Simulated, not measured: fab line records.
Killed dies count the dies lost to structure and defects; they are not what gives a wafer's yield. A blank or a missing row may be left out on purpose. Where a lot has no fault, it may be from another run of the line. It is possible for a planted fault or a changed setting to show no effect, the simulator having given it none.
fab line records | flow n5_finfet
[record] lots = 11 | wafers = 31 | last_day = 17
route steps=1938 shown BEOL_M10@1522 BEOL_M11@1536 PASSIVATION@1936
lots with no fault: from the same line, run without faults
start_h: the number of hours between the record's first day and the start of the first shown wafer of the lot | wait_h: time in hours since the lot's previous step | " unchanged from the row above | L1.1+2: a row that stands for several wafers | - either no value or no given start | * or withheld: withheld | < > ~ a bound
route shown NAME@n: NAME is a module with steps in the file, n the number in the route of the first one | usual: mean and standard deviation over wafers with no fault | same: alike in all rows | chamber/n: place in a boat | sites: each site's reading | _std_site: standard deviation of those values | _edge_site: outer sites' mean less inner sites' | radius_mm: how far each site lies from the wafer's centre | mask NAME#n: copy n | behind: the last tool/chamber to shape the wafer | hold: why the lot went on hold/how many hours it stayed there/how the hold came to an end | device: the transistor (n, p or np) that didn't switch | end of line: the tests these same wafers got at the end of their route | a step without rows: its recipe alone | killed: at the first sort, the dies lost to defects and structure; wafer yield is something else | map: dies across one wafer; x = killed, . = not, _ = none there
set.NAME: the setting as run; set.NAME@STEP: as run at that earlier step | model.NAME: the simulator's own value behind a step, which no gauge read
steps of the route over a sample of lots; a table a step, a row a wafer
services: the hour from which a tool's chamber was out of use, counted from the record's first day as start_h (under 0 if before that day), plus the number of hours and why
[[steps]]
[step N5_BEOL_M10_DEGAS_44]
[recipe] ambient = vacuum | temp_c = 250 | time_s = 60
[usual] heater_power_w = 323/23 | susceptor_temp_C = 249.99/0.17
lot.wafer | tool           | chamber | start_h | wait_h | heater_power_w | susceptor_temp_C
L799.2    | pvd_sputter-03 | -       | 252.26  | 0.2    | 315            | 250.11
L799.3    | "              | -       | "       | "      | 306            | 250.13
L799.6    | "              | -       | "       | "      | 293            | 250.06
L800.3    | pvd_sputter-01 | -       | 260.37  | 0.2    | 351            | 249.84
L800.4    | "              | -       | "       | "      | 327            | 250.03
L800.6    | "              | -       | "       | "      | 344            | 249.96
L804.2    | pvd_sputter-01 | -       | 275.07  | 0.4    | 341            | 249.88
L804.3    | "              | -       | "       | "      | 322            | 249.66
L804.4    | "              | -       | "       | "      | 322            | 250.04
L805.1    | pvd_sputter-01 | -       | 298.45  | 0.3    | 323            | 249.85
L805.4    | "              | -       | "       | "      | 325            | 250.15
L805.5    | "              | -       | "       | "      | 341            | 250.19
L808.2    | pvd_sputter-02 | -       | 311.01  | 0.4    | 387            | 250.25
L808.5    | "              | -       | "       | "      | 354            | 249.88
L808.6    | "              | -       | "       | "      | 376            | 250.13
L807.1    | pvd_sputter-01 | -       | 311.17  | 0.3    | 348            | 249.50
L807.2    | "              | -       | "       | "      | 320            | 249.98
L807.4    | "              | -       | "       | "      | 327            | 250.07
L810.1    | pvd_sputter-02 | -       | 328.42  | 0.4    | 379            | 249.89
L810.3    | "              | -       | "       | "      | 314            | 250.15
L810.5    | "              | -       | "       | "      | 297            | 250.17
L811.2    | pvd_sputter-01 | -       | 328.56  | 0.3    | 320            | 249.85
L811.4    | "              | -       | "       | "      | 344            | 249.98
L811.6    | "              | -       | "       | "      | 323            | 250.09
L812.2    | pvd_sputter-03 | -       | 337.89  | 0.3    | 327            | 250.03
L812.6    | "              | -       | "       | "      | 284            | 249.71
L813.2    | pvd_sputter-02 | -       | 351.04  | 0.7    | 300            | 250.03
L813.3    | "              | -       | "       | "      | 373            | 249.98
L815.1    | pvd_sputter-01 | -       | 361.70  | 0.6    | 323            | 249.92
L815.2    | "              | -       | "       | "      | 349            | 250.17
L815.5    | "              | -       | "       | "      | 325            | 249.89
[step N5_BEOL_M10_ALD_74]
[recipe] material = TaN | target_thk_a = 20 | temp_c = 275 | ald_precursor_family = PDMAT | ald_co_reactant = NH3 | pressure_torr = 3 | carrier_flow_sccm = 1500 | pulse_time_s = 2 | purge_time_s = 3 | co_reactant_purge_time_s = 2 | co_reactant_pulse_time_s = 3 | ald_cycles = 40 | precursor_vessel_temp_c = 75 | precursor_vessel_pressure_torr = 26.25 | precursor_vessel_carrier_sccm = 1000
[usual] heater_power_w = 429/65 | susceptor_temp_C = 275.01/0.2
[same] ald_cycles = 40
lot.wafer | tool         | chamber | start_h | wait_h | heater_power_w | susceptor_temp_C
L799.2    | ald_metal-03 | 0       | 252.38  | 0.1    | 508            | 274.89
L799.3    | "            | 2       | "       | "      | 387            | 274.87
L799.6    | "            | 2       | "       | "      | 374            | 274.79
L800.3    | ald_metal-04 | 2       | 260.48  | 0.1    | 512            | 274.81
L800.4    | "            | 2       | "       | "      | 494            | 274.67
L800.6    | "            | 0       | "       | "      | 477            | 275.33
L804.2    | ald_metal-04 | 2       | 275.17  | 0.0    | 513            | 275.30
L804.3    | "            | 3       | "       | "      | 409            | 274.86
L804.4    | "            | 1       | "       | "      | 440            | 275.02
L805.1    | ald_metal-01 | 1       | 298.56  | 0.0    | 552            | 274.46
L805.4    | "            | 2       | "       | "      | 393            | 275.30
L805.5    | "            | 0       | "       | "      | 363            | 275.30
L808.2    | ald_metal-03 | 1       | 311.11  | 0.0    | 398            | 274.82
L808.5    | "            | 1       | "       | "      | 396            | 274.91
L808.6    | "            | 0       | "       | "      | 492            | 274.85
L807.1    | ald_metal-01 | 3       | 311.27  | 0.0    | 336            | 275.08
L807.2    | "            | 1       | "       | "      | 554            | 275.16
L807.4    | "            | 2       | "       | "      | 400            | 274.83
L810.1    | ald_metal-04 | 0       | 328.52  | 0.0    | 463            | 274.97
L810.3    | "            | 1       | "       | "      | 432            | 275.02
L810.5    | "            | 0       | "       | "      | 465            | 275.23
L811.2    | ald_metal-01 | 0       | 328.70  | 0.1    | 349            | 275.22
L811.4    | "            | 3       | "       | "      | 334            | 274.70
L811.6    | "            | 2       | "       | "      | 405            | 275.26
L812.2    | ald_metal-04 | 1       | 338.15  | 0.2    | 437            | 275.01
L812.6    | "            | 0       | "       | "      | 468            | 274.94
L813.2    | ald_metal-04 | 3       | 351.20  | 0.1    | 402            | 275.04
L813.3    | "            | 0       | "       | "      | 472            | 275.05
L815.1    | ald_metal-01 | 3       | 361.80  | 0.0    | 324            | 275.12
L815.2    | "            | 2       | "       | "      | 351            | 275.03
L815.5    | "            | 3       | "       | "      | 326            | 274.99
[step N5_BEOL_M11_ILD_DEP_00]
[recipe] material = SiCOH_lowk | target_thk_a = 3085.1 | temp_c = 300 | precursor = DEMS/porogen | pressure_torr = 5 | rf_w = 500 | time_s = 58
[usual] heater_power_w = 294/49 | run_length_s = 100.8/0.56 | showerhead_plenum_p_Torr = 5.739/0.017 | susceptor_temp_C = 300.00/0.19 | throttle_valve_pct = 13.9/0.69
lot.wafer | tool     | chamber | start_h | wait_h | heater_power_w | run_length_s | showerhead_plenum_p_Torr | susceptor_temp_C | throttle_valve_pct
L799.2    | pecvd-03 | 1       | 255.32  | 0.0    | 231            | 101.0        | 5.726                    | 300.17           | 13.9
L799.3    | "        | 2       | "       | "      | 329            | 101.1        | 5.771                    | 300.32           | 13.6
L799.6    | "        | 1       | "       | "      | 236            | 101.2        | 5.724                    | 300.08           | 13.8
L800.3    | pecvd-02 | 2       | 263.64  | 0.0    | 267            | 99.9         | 5.717                    | 300.04           | 13.6
L800.4    | "        | 0       | "       | "      | 383            | 100.5        | 5.739                    | 299.82           | 12.9
L800.6    | "        | 2       | "       | "      | 279            | 99.8         | 5.726                    | 299.85           | 13.7
L804.2    | pecvd-02 | 0       | 277.21  | 0.0    | 401            | 100.8        | 5.744                    | 300.06           | 13.2
L804.3    | "        | 1       | "       | "      | 306            | 86.9         | 5.759                    | -                | 14.7
L804.4    | "        | 0       | "       | "      | 407            | 86.8         | 5.751                    | -                | 12.7
L805.1    | pecvd-02 | 1       | 300.26  | 0.0    | 313            | 100.7        | 5.758                    | 299.87           | 14.8
L805.4    | "        | 0       | "       | "      | 395            | 86.6         | 5.733                    | -                | 12.9
L805.5    | "        | 0       | "       | "      | 403            | 101.0        | 5.740                    | 299.75           | 13.2
L808.2    | pecvd-01 | 0       | 313.09  | 0.0    | 310            | 101.1        | 5.747                    | 300.09           | 13.2
L808.5    | "        | 2       | "       | "      | 240            | 100.1        | 5.727                    | 300.16           | 13.8
L808.6    | "        | 1       | "       | "      | 273            | 101.2        | 5.761                    | 299.97           | 13.8
L807.1    | pecvd-01 | 2       | 313.36  | 0.0    | 210            | 100.3        | 5.732                    | 300.11           | 13.7
L807.2    | "        | 1       | "       | "      | 296            | 100.8        | 5.744                    | 299.94           | 14.0
L807.4    | "        | 1       | "       | "      | 302            | 101.1        | 5.763                    | 300.11           | 13.6
L810.1    | pecvd-03 | 1       | 330.53  | 0.0    | 269            | 101.7        | 5.735                    | 299.80           | 14.0
L810.3    | "        | 0       | "       | "      | 324            | 99.9         | 5.714                    | 300.13           | 15.6
L810.5    | "        | 2       | "       | "      | 326            | 101.9        | 5.777                    | 299.98           | 13.7
L811.2    | pecvd-01 | 1       | 330.82  | 0.0    | 282            | 101.2        | 5.759                    | 300.10           | 13.9
L811.4    | "        | 2       | "       | "      | 221            | 100.3        | 5.737                    | 300.14           | 13.6
L811.6    | "        | 1       | "       | "      | 297            | 101.0        | 5.746                    | 300.28           | 14.0
L812.2    | pecvd-03 | 2       | 339.99  | 0.0    | 354            | 101.0        | 5.776                    | 299.91           | 13.8
L812.6    | "        | 0       | "       | "      | 322            | 100.1        | 5.718                    | 299.67           | 15.2
L813.2    | pecvd-03 | 2       | 353.50  | 0.0    | 356            | 100.9        | 5.762                    | 300.16           | 13.8
L813.3    | "        | 1       | "       | "      | 269            | 101.4        | 5.720                    | 300.08           | 13.9
L815.1    | pecvd-02 | 0       | 363.96  | 0.0    | 428            | 101.2        | 5.748                    | 299.91           | 13.2
L815.2    | "        | 2       | "       | "      | 260            | 99.6         | 5.728                    | 299.79           | 13.9
L815.5    | "        | 2       | "       | "      | 267            | 99.6         | 5.721                    | 299.88           | 13.7
[step N5_BEOL_M11_THK_MEAS_01]
[recipe] reads = SiCOH_lowk_of_BEOL_M11_ILD_DEP_00
[usual] M11_ILD_THK = 267/5
lot.wafer | tool          | chamber | start_h | wait_h | M11_ILD_THK[nm]
L799.2    | film_metro-01 | -       | 255.91  | 0.4    | 259
L799.3    | "             | -       | "       | "      | 265
L799.6    | "             | -       | "       | "      | 261
L800.3    | film_metro-01 | -       | 264.40  | 0.3    | 260
L800.4    | "             | -       | "       | "      | 272
L800.6    | "             | -       | "       | "      | 262
L804.2    | film_metro-01 | -       | 278.02  | 0.4    | 264
L804.3    | "             | -       | "       | "      | 196
L804.4    | "             | -       | "       | "      | 205
L805.1    | film_metro-02 | -       | 301.40  | 0.4    | 260
L805.4    | "             | -       | "       | "      | 204
L805.5    | "             | -       | "       | "      | 267
L808.2    | film_metro-02 | -       | 313.68  | 0.4    | 272
L808.5    | "             | -       | "       | "      | 269
L808.6    | "             | -       | "       | "      | 275
L807.1    | film_metro-02 | -       | 314.43  | 0.8    | 262
L807.2    | "             | -       | "       | "      | 265
L807.4    | "             | -       | "       | "      | 269
L810.1    | film_metro-02 | -       | 331.12  | 0.4    | 260
L810.3    | "             | -       | "       | "      | 272
L810.5    | "             | -       | "       | "      | 273
L811.2    | film_metro-01 | -       | 331.89  | 0.7    | 270
L811.4    | "             | -       | "       | "      | 266
L811.6    | "             | -       | "       | "      | 274
L812.2    | film_metro-02 | -       | 340.58  | 0.4    | 266
L812.6    | "             | -       | "       | "      | 268
L813.2    | film_metro-01 | -       | 354.40  | 0.4    | 267
L813.3    | "             | -       | "       | "      | 257
L815.1    | film_metro-02 | -       | 364.55  | 0.4    | 263
L815.2    | "             | -       | "       | "      | 259
L815.5    | "             | -       | "       | "      | 265
[step N5_BEOL_M11_HM_DEP_02]
[recipe] material = TiN | target_thk_a = 200 | temp_c = 25 | chamber_pressure_pa = 0.49996
[usual] susceptor_temp_C = 25.01/0.096 | throttle_valve_pct = 29.8/1
lot.wafer | tool           | chamber | start_h | wait_h | susceptor_temp_C | throttle_valve_pct
L799.2    | pvd_sputter-03 | -       | 256.50  | 0.5    | 25.03            | 29.4
L799.3    | "              | -       | "       | "      | 25.06            | 30.4
L799.6    | "              | -       | "       | "      | 24.99            | 29.6
L800.3    | pvd_sputter-03 | -       | 264.84  | 0.4    | 24.87            | 30.2
L800.4    | "              | -       | "       | "      | 24.99            | 29.5
L800.6    | "              | -       | "       | "      | 25.08            | 28.6
L804.2    | pvd_sputter-02 | -       | 278.83  | 0.7    | 25.07            | 27.7
L804.3    | "              | -       | "       | "      | 25.01            | 29.6
L804.4    | "              | -       | "       | "      | 24.90            | 30.5
L805.1    | pvd_sputter-03 | -       | 302.51  | 1.1    | 25.09            | 29.7
L805.4    | "              | -       | "       | "      | 25.02            | 30.2
L805.5    | "              | -       | "       | "      | 25.04            | 30.2
L808.2    | pvd_sputter-01 | -       | 314.15  | 0.4    | 24.95            | 31.0
L808.5    | "              | -       | "       | "      | 25.05            | 29.0
L808.6    | "              | -       | "       | "      | 25.17            | 31.6
L807.1    | pvd_sputter-02 | -       | 316.93  | 2.4    | 25.19            | 27.5
L807.2    | "              | -       | "       | "      | 25.08            | 31.1
L807.4    | "              | -       | "       | "      | 24.98            | 29.8
L810.1    | pvd_sputter-01 | -       | 331.68  | 0.5    | 24.95            | 29.1
L810.3    | "              | -       | "       | "      | 24.84            | 29.7
L810.5    | "              | -       | "       | "      | 25.06            | 29.3
L811.2    | pvd_sputter-01 | -       | 332.10  | 0.2    | 25.06            | 29.4
L811.4    | "              | -       | "       | "      | 24.85            | 29.6
L811.6    | "              | -       | "       | "      | 25.03            | 29.3
L812.2    | pvd_sputter-01 | -       | 342.43  | 1.8    | 25.16            | 29.5
L812.6    | "              | -       | "       | "      | 25.20            | 31.6
L813.2    | pvd_sputter-01 | -       | 354.56  | 0.1    | 25.07            | 31.0
L813.3    | "              | -       | "       | "      | 24.86            | 29.7
L815.1    | pvd_sputter-01 | -       | 365.12  | 0.5    | 25.01            | 29.3
L815.2    | "              | -       | "       | "      | 25.02            | 30.8
L815.5    | "              | -       | "       | "      | 25.00            | 31.5
[step N5_PASSIVATION_PROBE_49]
[usual] defect_limited_yield = 91.1/1.6 | killed_at_M0_to_M3 = 35/11 | killed_at_M4_up = 13/5.4 | killed_at_contacts = 13/6.5 | killed_at_front_end = 40/14 | killed_at_other = 4/3.1 | killed_dies = 105/18 | killed_open = 69/14 | killed_short = 34/7.3 | sort_bin_5_function = 5.2/0.96 | sort_bin_6_memory = 3.4/0.77 | sort_bin_8_speed = 0.02/0.13 | sort_n_pass = 1075/19 | sort_yield_pct = 91.1/1.6
[same] gross_dies = 1180 | killed_at_back_side = 0 | sort_bin_4_leakage[%] = 0
lot.wafer | tool      | chamber | start_h | wait_h | defect_limited_yield[%] | killed_at_M0_to_M3 | killed_at_M4_up | killed_at_contacts | killed_at_front_end | killed_at_other | killed_dies | killed_open | killed_short | sort_bin_5_function[%] | sort_bin_6_memory[%] | sort_bin_8_speed[%] | sort_n_pass | sort_yield_pct[%]
L805.4    | prober-01 | -       | 349.28  | 0.2    | 90.2                    | 38                 | 5               | 9                  | 57                  | 7               | 116         | 68          | 37           | 5.0                    | 3.4                  | 0.08                | 1064        | 90.2
L807.1    | prober-02 | -       | 367.88  | 0.0    | 91.1                    | 44                 | 15              | 9                  | 29                  | 8               | 105         | 75          | 26           | 5.3                    | 3.2                  | 0                   | 1075        | 91.1
// killed by level:class
L805.4 FIN_SAQP:geometric_particle:open=14 BEOL_M2:geometric_particle:open=14 STI_FIN_REVEAL:geometric_particle:open=10 HKMG_FIN:area_etch=10 FIN_SAQP:geometric_particle:short=8 BEOL_M0_SAQP:geometric_particle:short=8 MOL_CONTACT_COAG:geometric_particle:open=6 BEOL_M3:geometric_particle:open=5
L807.1 BEOL_M1:geometric_particle:open=14 BEOL_M0_SAQP:geometric_particle:open=11 BEOL_M2:geometric_particle:open=8 MOL_CONTACT_COAG:geometric_particle:open=7 BEOL_M4:geometric_particle:open=7 STI_FIN_REVEAL:geometric_particle:open=5 BEOL_M0_SAQP:geometric_particle:short=5 DUMMY_GATE:geometric_particle:open=4
[[services]]
tool           | chamber | start_h | hours | kind
ald_metal-01   | -       | 249.17  | 8.7   | pm
ald_metal-04   | 1       | 258.31  | 4.8   | repair
ald_metal-04   | -       | 259.49  | 0.8   | repair
pecvd-03       | 1       | 263.80  | 5.5   | scheduled_down
ald_metal-01   | 2       | 273.62  | 11.8  | repair
pecvd-02       | 2       | 276.84  | 2.1   | scheduled_down
ald_metal-01   | -       | 279.51  | 0.6   | repair
pecvd-02       | 2       | 283.41  | 20.6  | repair
pecvd-03       | -       | 290.28  | 1.3   | repair
pecvd-01       | 0       | 292.02  | 5.5   | scheduled_down
pecvd-01       | 2       | 308.92  | 2.1   | scheduled_down
pecvd-03       | 2       | 309.90  | 2.1   | scheduled_down
pecvd-01       | -       | 316.89  | 0.2   | repair
ald_metal-01   | -       | 337.25  | 14.0  | pm
ald_metal-01   | 0       | 337.25  | 14.0  | vent_cycle
ald_metal-01   | 1       | 337.25  | 14.0  | vent_cycle
ald_metal-01   | 2       | 337.25  | 14.0  | vent_cycle
ald_metal-01   | 3       | 337.25  | 14.0  | vent_cycle
ald_metal-01   | 0       | 351.25  | -     | clean
ald_metal-01   | 1       | 351.25  | -     | clean
ald_metal-01   | 2       | 351.25  | -     | clean
ald_metal-01   | 3       | 351.25  | -     | clean
pvd_sputter-03 | -       | 355.57  | 0.7   | repair
pvd_sputter-02 | -       | 365.16  | 1.1   | repair
[[key]]
[first_sign] step = N5_BEOL_M11_ILD_DEP_00 | reading = run_length_s | direction = down | sigmas = 25 | usual = * | struck = *
[effect] step = N5_BEOL_M11_THK_MEAS_01 | reading = M11_ILD_THK | direction = down | sigmas = 13 | usual = 267 | struck = 202
met_at N5_BEOL_M11_ILD_DEP_00
struck_lots L804,L805
struck_wafers L804.3,L804.4,L805.4
[baseline_loss] step = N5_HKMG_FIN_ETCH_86 | wafers = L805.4
not_acting_at N5_BEOL_M10_DEGAS_44,N5_BEOL_M10_ALD_74,N5_BEOL_M11_HM_DEP_02
onset_between 263.64 277.21
[fault] kind = process_parameter_drift | tool = pecvd-02 | chamber = - | onset_h = 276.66 | steps = N5_BEOL_M11_ILD_DEP_00 | channel = time_s | offset = * | shape = step | end_h = 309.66 | scope = struck_wafers_only | acts_in = * | stated = *
// baseline_loss: these wafers lose ten dies or more at that step, a loss of the line's own and not of a fault; the sort's usual values leave them out
